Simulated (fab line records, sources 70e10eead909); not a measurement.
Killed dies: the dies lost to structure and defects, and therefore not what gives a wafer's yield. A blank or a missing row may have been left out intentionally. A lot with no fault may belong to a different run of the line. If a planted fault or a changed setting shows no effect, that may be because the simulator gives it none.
Matching of chambers | flow nand_harc | NHARC_A_WL_FILL_CMP_12 on cmp-02: 4 sister chambers
The step polishes, t overpolish 30 s, target thk 100 nm. 4 wafers are shown with their chamber, then 10 later ones without.

== WAFERS PAIRED WITH THEIR CHAMBERS ==
wafer  | chamber | motor_current_A (A)
L086.6 | 1       | 11.0
L087.1 | 2       | 12.2
L089.1 | 3       | 11.6
L089.2 | 0       | 10.8

== WAFERS WHOSE CHAMBER IS MISSING ==
wafer  | motor_current_A (A)
L089.4 | 13.0
L088.1 | 13.6
L088.4 | 11.2
L088.6 | 12.0
L091.4 | 10.3
L091.5 | 10.8
L091.6 | 10.5
L096.2 | 12.7
L096.5 | 10.9
L096.6 | 10.9

== THE CHAMBER EACH PASSED THROUGH ==
wafer  | from the rows above               | in truth
L089.4 | can't be placed: 2 or 3           | 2
L088.1 | can't be placed: 2 or 3           | 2
L088.4 | can't be placed: 1 or 0 or 3 or 2 | 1
L088.6 | can't be placed: 2 or 3 or 1 or 0 | 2
L091.4 | can't be placed: 0 or 1 or 3      | 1
L091.5 | can't be placed: 0 or 1 or 3      | 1
L091.6 | can't be placed: 0 or 1 or 3      | 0
L096.2 | can't be placed: 2 or 3           | 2
L096.5 | can't be placed: 0 or 1 or 3      | 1
L096.6 | can't be placed: 0 or 1 or 3      | 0
Correctly placed: 0 of 10. Can't be placed from these rows: 10 (the true chamber is among the candidates in 10). Number placed wrongly: 0.
How it was worked out, from the rows above alone: a wafer's distance from a chamber is the root of the sum, over the readings, of the square of ((its reading less the chamber's mean) divided by the reading's scatter). If the next closest chamber is less than 2 further off than the closest, the wafer can't be placed; otherwise it belongs to the closest. The mean given for a chamber averages the wafers shown for that chamber. The scatter (one wafer shown for each chamber): square how far every hidden wafer sits from the nearest shown wafer, average those squares and take the square root.
